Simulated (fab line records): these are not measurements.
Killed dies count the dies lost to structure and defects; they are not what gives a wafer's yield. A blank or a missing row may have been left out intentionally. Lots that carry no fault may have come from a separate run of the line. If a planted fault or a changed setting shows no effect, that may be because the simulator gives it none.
fab line records | flow n5-finfet
record: lots: 10 | wafers: 30 | last-day: 18
route steps=1938 shown BEOL_M14@1761 BEOL_M15@1773 PASSIVATION@1936
lots that met no fault: taken from a fault-free run of the same line
start-h: start of the lot's first displayed wafer, in hours after the record's first day | wait-h: hours elapsed since this lot's preceding step | " identical to the entry in the row above | L1.1+2: several wafers, shown together as one row | - no value, or no start was given | * or withheld: withheld | < > ~ a bound
route shown NAME@n: a module of which the file shows steps, and the number in the route of the first | usual: the fault-free wafers' mean and standard deviation | same: alike in all rows | chamber/n: place in a boat | sites: each site's reading | _std_site: standard deviation across them | _edge_site: outer sites' mean less inner sites' | radius-mm: for every site, how far away it sits from the centre of the wafer | mask NAME#n: copy n | behind: tool/chamber where the wafer was last shaped | hold: what put the lot on hold/how long, in hours/how the hold closed | device: whichever transistor did not switch (one of n, p or np) | end of line: at the end of the route, the tests of the same wafers | step lacking rows: just its recipe | killed: count of dies lost to structure and defects at first sort (not the wafer's yield) | map: the dies of a wafer, with x for killed, . for not killed, _ for no die there
set.NAME: the setting that was run; set.NAME@STEP: the one run at that earlier step | model.NAME: the simulator's own value behind a step, which no gauge read
the route's steps for a sample of lots (tables are steps, rows are wafers)
services: from which hour (start-h, from the record's first day; less than 0 if before it) a tool's chamber was out of use, for how many hours, and why
== steps ==
step: N5_BEOL_M14_PRE_CLEAN_42
recipe: gas: H2/He | time-s: 30 | temp-c: 300
usual: heater-power-w: 440/43
lot.wafer | tool           | chamber | start-h | wait-h | heater-power-w
L360.1    | pvd-sputter-02 | -       | 296.52  | 0.0    | 443
L360.3    | "              | -       | "       | "      | 426
L360.5    | "              | -       | "       | "      | 433
L363.2    | pvd-sputter-03 | -       | 303.02  | 0.0    | 466
L363.4    | "              | -       | "       | "      | 419
L363.6    | "              | -       | "       | "      | 455
L364.1    | pvd-sputter-03 | -       | 312.29  | 0.0    | 425
L364.4    | "              | -       | "       | "      | 464
L364.6    | "              | -       | "       | "      | 409
L369.1    | pvd-sputter-01 | -       | 342.20  | 0.0    | 411
L369.2    | "              | -       | "       | "      | 370
L369.5    | "              | -       | "       | "      | 544
L376.1    | pvd-sputter-03 | -       | 384.57  | 0.0    | 433
L376.4    | "              | -       | "       | "      | 468
L376.6    | "              | -       | "       | "      | 420
L374.1    | pvd-sputter-03 | -       | 385.53  | 0.0    | 456
L374.2    | "              | -       | "       | "      | 422
L374.5    | "              | -       | "       | "      | 424
L378.2    | pvd-sputter-03 | -       | 401.69  | 0.0    | 464
L378.3    | "              | -       | "       | "      | 467
L378.5    | "              | -       | "       | "      | 429
L381.1    | pvd-sputter-02 | -       | 406.75  | 0.0    | 369
L381.3    | "              | -       | "       | "      | 427
L381.4    | "              | -       | "       | "      | 471
L380.3    | pvd-sputter-03 | -       | 411.85  | 0.0    | 435
L380.4    | "              | -       | "       | "      | 470
L380.5    | "              | -       | "       | "      | 428
L382.1    | pvd-sputter-01 | -       | 414.55  | 0.0    | 416
L382.3    | "              | -       | "       | "      | 371
L382.4    | "              | -       | "       | "      | 488
step: N5_BEOL_M14_SPUTTER_45
recipe: material: Cu | target-thk-a: 1000 | temp-c: -20 | bias-v: 60 | power-w: 26000 | chamber-pressure-pa: 0.13 | time-s: 16.67
usual: throttle-valve-pct: 29.7/1.1
lot.wafer | tool           | chamber | start-h | wait-h | throttle-valve-pct
L360.1    | pvd-sputter-02 | -       | 296.72  | 0.0    | 28.1
L360.3    | "              | -       | "       | "      | 30.1
L360.5    | "              | -       | "       | "      | 28.1
L363.2    | pvd-sputter-03 | -       | 303.22  | 0.0    | 28.3
L363.4    | "              | -       | "       | "      | 30.6
L363.6    | "              | -       | "       | "      | 28.4
L364.1    | pvd-sputter-03 | -       | 312.49  | 0.0    | 30.7
L364.4    | "              | -       | "       | "      | 28.3
L364.6    | "              | -       | "       | "      | 30.8
L369.1    | pvd-sputter-01 | -       | 342.40  | 0.0    | 30.4
L369.2    | "              | -       | "       | "      | 31.3
L369.5    | "              | -       | "       | "      | 29.4
L376.1    | pvd-sputter-03 | -       | 384.77  | 0.0    | 30.1
L376.4    | "              | -       | "       | "      | 28.3
L376.6    | "              | -       | "       | "      | 30.8
L374.1    | pvd-sputter-03 | -       | 385.73  | 0.0    | 28.0
L374.2    | "              | -       | "       | "      | 30.8
L374.5    | "              | -       | "       | "      | 30.6
L378.2    | pvd-sputter-03 | -       | 401.89  | 0.0    | 28.2
L378.3    | "              | -       | "       | "      | 28.2
L378.5    | "              | -       | "       | "      | 29.8
L381.1    | pvd-sputter-02 | -       | 406.95  | 0.0    | 30.9
L381.3    | "              | -       | "       | "      | 30.1
L381.4    | "              | -       | "       | "      | 30.1
L380.3    | pvd-sputter-03 | -       | 412.05  | 0.0    | 29.7
L380.4    | "              | -       | "       | "      | 28.4
L380.5    | "              | -       | "       | "      | 30.0
L382.1    | pvd-sputter-01 | -       | 414.75  | 0.0    | 30.4
L382.3    | "              | -       | "       | "      | 31.4
L382.4    | "              | -       | "       | "      | 33.3
step: N5_BEOL_M15_ILD_DEP_00
recipe: material: SiO2 | target-thk-a: 16293 | temp-c: 400 | precursor: TEOS/O2 | pressure-torr: 6.5 | rf-w: 900 | teos-flow-sccm: 161.4 | gas: O2 | flow-sccm: 2650 | time-s: 346.1
usual: heater-power-w: 530/81 | showerhead-plenum-p-Torr: 8.34/0.037 | showerhead-vpp-V: 1876/61 | throttle-valve-pct: 19.4/1.3
lot.wafer | tool     | chamber | start-h | wait-h | heater-power-w | showerhead-plenum-p-Torr | showerhead-vpp-V | throttle-valve-pct
L360.1    | pecvd-03 | 1       | 297.91  | 0.0    | 457            | 8.36                     | 1980             | 20.7
L360.3    | "        | 2       | "       | "      | 523            | 8.36                     | 1899             | 17.4
L360.5    | "        | 1       | "       | "      | 525            | 8.34                     | 1996             | 20.4
L363.2    | pecvd-03 | 1       | 304.31  | 0.0    | 545            | 8.35                     | 2028             | 20.7
L363.4    | "        | 2       | "       | "      | 531            | 8.36                     | 1916             | 17.6
L363.6    | "        | 1       | "       | "      | 404            | 8.35                     | 1958             | 20.3
L364.1    | pecvd-03 | 1       | 313.64  | 0.0    | 414            | 8.35                     | 2013             | 20.6
L364.4    | "        | 0       | "       | "      | 527            | 8.36                     | 1844             | 20.9
L364.6    | "        | 1       | "       | "      | 494            | 8.36                     | 2012             | 20.3
L369.1    | pecvd-03 | 2       | 343.49  | 0.0    | 424            | 8.38                     | 1912             | 17.6
L369.2    | "        | 0       | "       | "      | 617            | 8.36                     | 1891             | 20.9
L369.5    | "        | 0       | "       | "      | 681            | 8.35                     | 1846             | 21.2
L376.1    | pecvd-02 | 1       | 385.89  | 0.0    | 597            | 8.30                     | 1810             | 20.2
L376.4    | "        | 0       | "       | "      | 434            | 8.38                     | 1863             | 19.9
L376.6    | "        | 2       | "       | "      | 596            | 8.31                     | 1834             | 18.3
L374.1    | pecvd-02 | 1       | 386.85  | 0.0    | 681            | 8.33                     | 1831             | 20.3
L374.2    | "        | 0       | "       | "      | 502            | 8.35                     | 1902             | 20.0
L374.5    | "        | 2       | "       | "      | 453            | 8.27                     | 1810             | 18.1
L378.2    | pecvd-01 | 1       | 403.34  | 0.0    | 501            | 8.35                     | 1890             | 17.5
L378.3    | "        | 2       | "       | "      | 522            | 8.38                     | 1916             | 17.3
L378.5    | "        | 2       | "       | "      | 396            | 8.39                     | 1928             | 17.1
L381.1    | pecvd-03 | 1       | 408.04  | 0.0    | 483            | 8.34                     | 1957             | 20.6
L381.3    | "        | 2       | "       | "      | 467            | 8.36                     | 1898             | 17.9
L381.4    | "        | 2       | "       | "      | 531            | 8.36                     | 1934             | 17.8
L380.3    | pecvd-02 | 0       | 413.14  | 0.0    | 525            | 8.38                     | 1888             | 19.8
L380.4    | "        | 2       | "       | "      | 466            | 8.27                     | 1829             | 18.2
L380.5    | "        | 1       | "       | "      | 519            | 8.29                     | 1773             | 20.1
L382.1    | pecvd-03 | 2       | 415.84  | 0.0    | 466            | 8.37                     | 1907             | 17.7
L382.3    | "        | 0       | "       | "      | 627            | 8.37                     | 1861             | 21.3
L382.4    | "        | 1       | "       | "      | 494            | 8.35                     | 1990             | 20.5
step: N5_BEOL_M15_INSPECT_12
recipe: mode: adi | inspect-instrument: macro
usual: raw-defect-count: 2.1/1.5
lot.wafer | tool              | chamber | start-h | wait-h | raw-defect-count
L360.1    | defect-inspect-01 | -       | 298.52  | 0.0    | 2
L360.3    | "                 | -       | "       | "      | 4
L360.5    | "                 | -       | "       | "      | 3
L363.2    | defect-inspect-01 | -       | 305.04  | 0.0    | 4
L363.4    | "                 | -       | "       | "      | 5
L363.6    | "                 | -       | "       | "      | 6
L364.1    | defect-inspect-02 | -       | 314.24  | 0.0    | 1
L364.4    | "                 | -       | "       | "      | 1
L364.6    | "                 | -       | "       | "      | 2
L369.1    | defect-inspect-01 | -       | 344.23  | 0.0    | 0
L369.2    | "                 | -       | "       | "      | 290
L369.5    | "                 | -       | "       | "      | >300
L376.1    | defect-inspect-02 | -       | 386.50  | 0.0    | 2
L376.4    | "                 | -       | "       | "      | 1
L376.6    | "                 | -       | "       | "      | 1
L374.1    | defect-inspect-01 | -       | 387.58  | 0.0    | 0
L374.2    | "                 | -       | "       | "      | 1
L374.5    | "                 | -       | "       | "      | 4
L378.2    | defect-inspect-02 | -       | 404.08  | 0.0    | 3
L378.3    | "                 | -       | "       | "      | 1
L378.5    | "                 | -       | "       | "      | 3
L381.1    | defect-inspect-01 | -       | 408.65  | 0.0    | 1
L381.3    | "                 | -       | "       | "      | 2
L381.4    | "                 | -       | "       | "      | 2
L380.3    | defect-inspect-02 | -       | 413.88  | 0.0    | 3
L380.4    | "                 | -       | "       | "      | 2
L380.5    | "                 | -       | "       | "      | 4
L382.1    | defect-inspect-01 | -       | 416.58  | 0.0    | 1
L382.3    | "                 | -       | "       | "      | 1
L382.4    | "                 | -       | "       | "      | 3
step: N5_BEOL_M15_STRIP_63
recipe: chemistry: O2 | power-w: 600 | temp-c: 60 | pressure-mtorr: 30 | rf-frequency-hz: 6e+07 | bias-power-w: 0 | overash-fraction: 0.3 | o2-flow-sccm: 225
usual: drypump-motor-current-A: 5.8/0.57 | oes-product-au: 0.77/0.081 | rf-vpp-V: 3.6/0.75 | showerhead-plenum-p-Torr: 2.08/0.071 | throttle-valve-pct: 16.75/0.2
same: overash-fraction: 0.3
lot.wafer | tool        | chamber | start-h | wait-h | drypump-motor-current-A | oes-product-au | rf-hours-counter-h | rf-vpp-V | showerhead-plenum-p-Torr | throttle-valve-pct
L360.1    | rie-diel-06 | 1       | -       | -      | 6.0                     | 0.68           | 229                | 4.7      | 2.16                     | 17.06
L360.3    | "           | 2       | "       | "      | 5.7                     | 0.73           | 171                | 4.0      | 1.99                     | 16.82
L360.5    | "           | 1       | "       | "      | 6.0                     | 0.69           | -                  | 2.1      | 2.16                     | 17.04
L363.2    | rie-diel-06 | 3       | -       | -      | 4.9                     | 0.71           | 190                | 4.5      | 2.08                     | 16.78
L363.4    | "           | 1       | "       | "      | 6.0                     | 0.68           | 231                | 2.2      | 2.16                     | 17.05
L363.6    | "           | 0       | "       | "      | 6.4                     | 0.86           | -                  | 4.4      | 2.14                     | 16.56
L364.1    | rie-diel-04 | 1       | -       | -      | 5.1                     | 0.83           | 78                 | 4.5      | 2.12                     | 16.77
L364.4    | "           | 0       | "       | "      | 6.0                     | 0.86           | 71                 | 4.1      | 2.04                     | 16.55
L364.6    | "           | 1       | "       | "      | 5.1                     | 0.83           | -                  | 4.1      | 2.12                     | 16.77
L369.1    | rie-diel-04 | 3       | -       | -      | 5.6                     | 0.75           | 171                | 3.4      | 2.01                     | 16.89
L369.2    | "           | 0       | "       | "      | 5.9                     | 0.85           | 81                 | 2.5      | 2.04                     | 16.58
L369.5    | "           | 2       | "       | "      | 5.2                     | 0.66           | -                  | 3.5      | 1.98                     | 16.86
L376.1    | rie-diel-04 | 1       | -       | -      | 5.1                     | 0.80           | 99                 | 3.0      | 2.11                     | 16.82
L376.4    | "           | 2       | "       | "      | 5.2                     | 0.99           | 5                  | 3.2      | 2.24                     | 16.48
L376.6    | "           | 3       | "       | "      | 5.6                     | 0.73           | -                  | 2.8      | 2.01                     | 16.89
L374.1    | rie-diel-02 | 2       | -       | -      | 6.5                     | 0.74           | 134                | 4.0      | 2.02                     | 16.66
L374.2    | "           | 0       | "       | "      | 5.4                     | 0.79           | 116                | 3.1      | 2.10                     | 16.58
L374.5    | "           | 2       | "       | "      | 6.5                     | 0.74           | -                  | 2.0      | 2.02                     | 16.63
L378.2    | rie-diel-04 | 3       | -       | -      | 5.6                     | 0.73           | 190                | 2.7      | 2.00                     | 16.93
L378.3    | "           | 0       | "       | "      | 6.0                     | 0.82           | 99                 | 3.5      | 2.03                     | 16.62
L378.5    | "           | 0       | "       | "      | 6.0                     | 0.80           | -                  | 6.0      | 2.03                     | 16.62
L381.1    | rie-diel-04 | 1       | -       | -      | 5.1                     | 0.79           | 106                | 3.8      | 2.11                     | 16.86
L381.3    | "           | 2       | "       | "      | 5.2                     | 0.98           | 13                 | 3.9      | 2.24                     | 16.51
L381.4    | "           | 0       | "       | "      | 6.0                     | 0.83           | 100                | 3.8      | 2.03                     | 16.62
L380.3    | rie-diel-02 | 2       | -       | -      | 6.5                     | 0.74           | -                  | 3.5      | 2.02                     | 16.66
L380.4    | "           | 1       | "       | "      | 6.4                     | 0.69           | -                  | 3.5      | 2.15                     | 16.53
L380.5    | "           | 2       | "       | "      | 6.5                     | 0.73           | -                  | 3.0      | 2.02                     | 16.66
L382.1    | rie-diel-04 | 1       | -       | -      | 5.1                     | 0.79           | 108                | 2.5      | 2.11                     | 16.84
L382.3    | "           | 2       | "       | "      | 5.2                     | 0.96           | 15                 | 4.0      | 2.24                     | 16.52
L382.4    | "           | 0       | "       | "      | 5.9                     | 0.82           | 103                | 2.9      | 2.03                     | 16.63
step: N5_PASSIVATION_PROBE_49
usual: defect-limited-yield: 91.0/1.4 | killed_at_M0_to_M3: 33/11 | killed_at_M4_up: 14/5 | killed-at-contacts: 11/7.3 | killed-at-front-end: 43/12 | killed-at-other: 4/3.1 | killed-dies: 106/17 | killed-open: 69/13 | killed-short: 34/8.7 | sort_bin_5_function: 5.2/0.96 | sort_bin_6_memory: 3.3/0.66 | sort_bin_8_speed: 0.00/0.012 | sort-n-pass: 1074/17 | sort-yield-pct: 91.0/1.4
same: gross-dies: 1180 | killed-at-back-side: 0 | sort_bin_4_leakage[%]: 0
lot.wafer | tool      | chamber | start-h | wait-h | defect-limited-yield[%] | killed_at_M0_to_M3 | killed_at_M4_up | killed-at-contacts | killed-at-front-end | killed-at-other | killed-dies | killed-open | killed-short | sort_bin_5_function[%] | sort_bin_6_memory[%] | sort_bin_8_speed[%] | sort-n-pass | sort-yield-pct[%]
L369.1    | prober-01 | -       | 365.96  | 0.0    | 91.4                    | 37                 | 24              | 8                  | 30                  | 3               | 102         | 66          | 32           | 4.3                    | 3.6                  | 0                   | 1078        | 91.4
L369.2    | prober-01 | -       | 366.01  | 0.1    | 84.3                    | 38                 | 108             | 13                 | 23                  | 3               | 185         | 51          | 32           | 10.7                   | 3.7                  | 0                   | 995         | 84.3
L369.5    | prober-01 | -       | 366.16  | 0.2    | 83.5                    | 31                 | 109             | 17                 | 26                  | 12              | 195         | 60          | 41           | 11.5                   | 3.5                  | 0.08                | 984         | 83.4
L374.1    | prober-02 | -       | 407.13  | 0.0    | 90.7                    | 35                 | 10              | 26                 | 37                  | 2               | 110         | 80          | 28           | 5.1                    | 4.1                  | 0                   | 1070        | 90.7
L374.2    | prober-02 | -       | 407.18  | 0.1    | 88.3                    | 27                 | 16              | 31                 | 60                  | 4               | 138         | 102         | 30           | 6.3                    | 4.7                  | 0                   | 1042        | 88.3
L374.5    | prober-02 | -       | 407.33  | 0.2    | 88.5                    | 25                 | 19              | 51                 | 36                  | 5               | 136         | 104         | 26           | 7.5                    | 3.5                  | 0                   | 1044        | 88.5
killed by level:class
L369.1 BEOL_M0_SAQP:geometric-particle:short=11 BEOL_M0_SAQP:geometric-particle:open=10 STI_FIN_REVEAL:geometric-particle:open=8 MOL_CONTACT_COAG:geometric-particle:open=7 BEOL_M1:geometric-particle:open=6 BEOL_M2:geometric-particle:open=6 BEOL_M8:geometric-particle:open=6 DUMMY_GATE:geometric-particle:open=4
L369.2 BEOL_M15:unspecified=102 MOL_CONTACT_COAG:geometric-particle:open=13 BEOL_M1:geometric-particle:open=9 BEOL_M2:geometric-particle:open=8 BEOL_M1:geometric-particle:short=6 BEOL_M0:geometric-particle:short=5 FIN_SAQP:geometric-particle:open=4 GATE_CUT:geometric-particle:short=4
L369.5 BEOL_M15:unspecified=94 MOL_CONTACT_COAG:geometric-particle:open=11 GATE_CUT:geometric-particle:short=7 STI_FIN_REVEAL:geometric-particle:open=6 MOL_CONTACT_COAG:geometric-particle:short=6 BEOL_M4:geometric-particle:open=6 BEOL_M0_SAQP:geometric-particle:open=5 BEOL_M3:geometric-particle:open=5
L374.1 MOL_CONTACT_COAG:geometric-particle:open=20 STI_FIN_REVEAL:geometric-particle:open=16 BEOL_M1:geometric-particle:open=10 BEOL_M0_SAQP:geometric-particle:open=9 FIN_SAQP:geometric-particle:open=6 MOL_CONTACT_COAG:geometric-particle:short=6 STI_FIN_REVEAL:geometric-particle:short=5 BEOL_M2:geometric-particle:short=5
L374.2 MOL_CONTACT_COAG:geometric-particle:open=26 STI_FIN_REVEAL:geometric-particle:open=24 BEOL_M0_SAQP:geometric-particle:open=7 FIN_SAQP:geometric-particle:open=6 BEOL_M0_SAQP:geometric-particle:short=6 HKMG_FIN:area-etch=6 FIN_SAQP:geometric-particle:short=5 STI_FIN_REVEAL:geometric-particle:short=5
L374.5 MOL_CONTACT_COAG:geometric-particle:open=44 BEOL_M4:geometric-particle:open=12 FIN_SAQP:geometric-particle:open=9 STI_FIN_REVEAL:geometric-particle:open=8 MOL_CONTACT_COAG:geometric-particle:short=7 BEOL_M0_SAQP:geometric-particle:short=5 BEOL_M1:geometric-particle:open=5 HKMG_FIN:area-etch=5
== services ==
tool           | chamber | start-h | hours | kind
pecvd-01       | 1       | 292.97  | 3.6   | repair
rie-diel-06    | 3       | 296.14  | 2.1   | repair
pecvd-01       | -       | 297.04  | 28.1  | pm
pecvd-03       | -       | 331.36  | 0.6   | repair
rie-diel-02    | 2       | 333.65  | 4.7   | repair
pecvd-03       | 2       | 335.42  | 2.1   | scheduled-down
pecvd-01       | 1       | 343.82  | 5.5   | scheduled-down
rie-diel-04    | 2       | 352.44  | -     | clean
rie-diel-04    | 2       | 352.44  | -     | consumable-replace:focus-ring
rie-diel-04    | 2       | 352.44  | -     | consumable-replace:showerhead
rie-diel-04    | 2       | 352.44  | 16.8  | scheduled-down
rie-diel-04    | 2       | 352.44  | 16.8  | vent-cycle
pvd-sputter-03 | -       | 353.36  | 1.1   | repair
pecvd-03       | 1       | 354.73  | 2.1   | scheduled-down
pvd-sputter-03 | -       | 355.01  | 3.2   | repair
rie-diel-06    | 1       | 373.44  | -     | clean
rie-diel-06    | 1       | 373.44  | -     | consumable-replace:focus-ring
rie-diel-06    | 1       | 373.44  | 28.9  | scheduled-down
rie-diel-06    | 1       | 373.44  | 28.9  | vent-cycle
pecvd-02       | -       | 376.57  | 1.0   | repair
pecvd-01       | -       | 377.41  | 1.3   | repair
pecvd-01       | 0       | 394.90  | -     | calibration
rie-diel-02    | 0       | 410.64  | 6.7   | repair
rie-diel-02    | 3       | 411.52  | 9.5   | repair
== key ==
first-sign: step: N5_BEOL_M15_INSPECT_12 | reading: raw-defect-count | direction: up | sigmas: 99+ | usual: 2.1 | struck: >295
effect: step: N5_PASSIVATION_PROBE_49 | reading: killed_at_M4_up | direction: up | sigmas: 19 | usual: 14 | struck: 108
more-kills-born-at: N5_BEOL_M15_ILD_DEP_00@pecvd-03: 196
met-at N5_BEOL_M15_ILD_DEP_00
struck-lots L369
struck-wafers L369.2,L369.5
not-acting-at N5_BEOL_M14_PRE_CLEAN_42,N5_BEOL_M14_SPUTTER_45,N5_BEOL_M15_STRIP_63
onset-between 313.64 343.49
fault: kind: chamber-particle-source | tool: pecvd-03 | chamber: 0 | onset-h: 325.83 | steps: N5_BEOL_M15_ILD_DEP_00 | rate-per-visit-cm2: 0.44326 | end-h: 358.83
